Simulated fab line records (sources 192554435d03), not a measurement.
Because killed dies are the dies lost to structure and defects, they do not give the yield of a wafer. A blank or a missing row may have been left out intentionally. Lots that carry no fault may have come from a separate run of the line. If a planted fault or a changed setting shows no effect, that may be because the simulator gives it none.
Matching of chambers | flow n5_finfet | 4 sister chambers for N5_BEOL_M5_STRIP_36 on rie_diel-05
The step strips in N2/H2. 20 wafers are shown with their chamber, then 10 later ones without.

== WAFERS, EACH WITH ITS CHAMBER ==
wafer  | chamber | showerhead_plenum_p_Torr (Torr) | throttle_valve_pct (%) | drypump_motor_current_A (A)
L074.1 | 0       | 2.43                            | 23.57                  | 5.85
L074.2 | 1       | 2.52                            | 23.28                  | 5.75
L074.3 | 3       | 2.71                            | 23.89                  | 6.13
L075.2 | 0       | 2.43                            | 23.57                  | 5.87
L075.3 | 2       | 2.58                            | 23.47                  | 5.55
L075.6 | 1       | 2.52                            | 23.29                  | 5.73
L078.2 | 2       | 2.57                            | 23.46                  | 5.58
L078.4 | 1       | 2.52                            | 23.28                  | 5.77
L078.6 | 1       | 2.52                            | 23.27                  | 5.75
L079.1 | 3       | 2.70                            | 23.89                  | 6.10
L079.2 | 2       | 2.57                            | 23.45                  | 5.56
L079.4 | 0       | 2.43                            | 23.58                  | 5.86
L082.2 | 0       | 2.43                            | 23.59                  | 5.85
L082.3 | 3       | 2.70                            | 23.89                  | 6.08
L082.6 | 3       | 2.70                            | 23.92                  | 6.11
L086.2 | 0       | 2.42                            | 23.60                  | 5.85
L086.3 | 3       | 2.70                            | 23.92                  | 6.13
L086.4 | 1       | 2.51                            | 23.30                  | 5.74
L089.2 | 2       | 2.57                            | 23.48                  | 5.60
L089.3 | 3       | 2.69                            | 23.93                  | 6.18

SIGNATURES, as means of the wafers listed above
reading                  | chamber 0 | chamber 1 | chamber 2 | chamber 3 | scatter within a chamber
showerhead_plenum_p_Torr | 2.4280    | 2.5180    | 2.5725    | 2.7000    | 0.00521
throttle_valve_pct       | 23.5820   | 23.2840   | 23.4650   | 23.9067   | 0.0146
drypump_motor_current_A  | 5.8560    | 5.7480    | 5.5725    | 6.1217    | 0.0231
Rule: distance of a wafer from a chamber = root of the sum over the readings of ((wafer's reading minus chamber's mean) / reading's scatter) squared. The wafer belongs to the nearest chamber; if the next one is less than 2 further off, it can't be placed. How the scatter is found: for the shown wafers, subtract from each reading the mean of its chamber, square and add these, divide the total by (wafers less chambers), then take the root.

== WAFERS WHOSE CHAMBER IS MISSING ==
wafer  | showerhead_plenum_p_Torr (Torr) | throttle_valve_pct (%) | drypump_motor_current_A (A)
L089.6 | 2.69                            | 23.96                  | 6.11
L090.4 | 2.42                            | 23.61                  | 5.82
L090.5 | 2.69                            | 23.93                  | 6.16
L090.6 | 2.51                            | 23.32                  | 5.74
L092.1 | 2.51                            | 23.32                  | 5.73
L092.2 | 2.69                            | 23.92                  | 6.16
L092.4 | 2.51                            | 23.34                  | 5.76
L096.1 | 2.41                            | 23.61                  | 5.86
L096.2 | 2.69                            | 23.95                  | 6.15
L096.3 | 2.57                            | 23.50                  | 5.58

== CHAMBER TAKEN BY EACH ==
wafer  | from the rows above | in truth
L089.6 | 3                   | 3
L090.4 | 0                   | 0
L090.5 | 3                   | 3
L090.6 | 1                   | 1
L092.1 | 1                   | 1
L092.2 | 3                   | 3
L092.4 | 1                   | 1
L096.1 | 0                   | 0
L096.2 | 3                   | 3
L096.3 | 2                   | 2
Correctly placed: 10 of 10. Left unplaced by these rows: 0. Placed wrongly: 0.
